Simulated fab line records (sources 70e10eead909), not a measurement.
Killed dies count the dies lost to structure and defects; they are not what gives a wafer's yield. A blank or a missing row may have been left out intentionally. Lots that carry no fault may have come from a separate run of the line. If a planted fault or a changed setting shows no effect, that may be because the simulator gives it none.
The tool behind it: which one? + flow nand harc + 6 lots with 18 wafers sampled at 2 steps, on a route of 1302 steps

## WHAT THE GAUGES SHOWED, per wafer
NHARC_P_ZERO_WELL_CD_MEAS_37: the cd target is 720 nm.
| lot  | measured     | on        | cd nm (nm)        |
|------|--------------|-----------|-------------------|
| L942 | day 3 06:17  | cd sem-02 | 717.0 719.0 718.4 |
| L944 | day 4 02:05  | cd sem-01 | 720.0 719.8 721.4 |
| L951 | day 7 03:57  | cd sem-03 | 719.8 720.5 722.1 |
| L956 | day 9 02:07  | cd sem-01 | 720.4 719.9 719.7 |
| L960 | day 10 18:01 | cd sem-03 | 718.9 724.0 718.8 |
| L962 | day 11 14:22 | cd sem-03 | 723.3 722.0 720.6 |

## WHICH TOOL RAN EACH LOT (tool, then ch and the chambers of the sampled wafers, then the start)
| lot  | NHARC_P_ZERO_WELL_EXPOSE_34       |
|------|-----------------------------------|
| L942 | krf scanner-01 ch 0, day 3 06:08  |
| L944 | krf scanner-04 ch 0, day 4 01:56  |
| L951 | krf scanner-01 ch 0, day 7 03:48  |
| L956 | krf scanner-02 ch 0, day 9 01:57  |
| L960 | krf scanner-04 ch 0, day 10 17:51 |
| L962 | krf scanner-01 ch 0, day 11 14:13 |
- NHARC_P_ZERO_WELL_EXPOSE_34: exposes mask P PWELL, target cd 720 nm.

## THE ANSWER, worked out from the rows above alone
Rule: usual is defined by the lots themselves. The widest of any qualifying gaps counts: lots, ordered by their means at a reading, are off when they make up no more than a third of the lots, leave a main group of 4 or more, and stand apart from it by 3 or more times the standard deviation of that group's means. A main group is skipped when, at the precision printed for the reading in the tables above, its means are all equal. Also off: a lot with no number at a reading for which 4 or more lots have one. Where the step has rows for the other lots, those lots are counted as sound.
No lot is off on any of the readings shown, so nothing can be concluded from this.

## WHAT HAD BEEN PUT IN BY THE SIMULATOR
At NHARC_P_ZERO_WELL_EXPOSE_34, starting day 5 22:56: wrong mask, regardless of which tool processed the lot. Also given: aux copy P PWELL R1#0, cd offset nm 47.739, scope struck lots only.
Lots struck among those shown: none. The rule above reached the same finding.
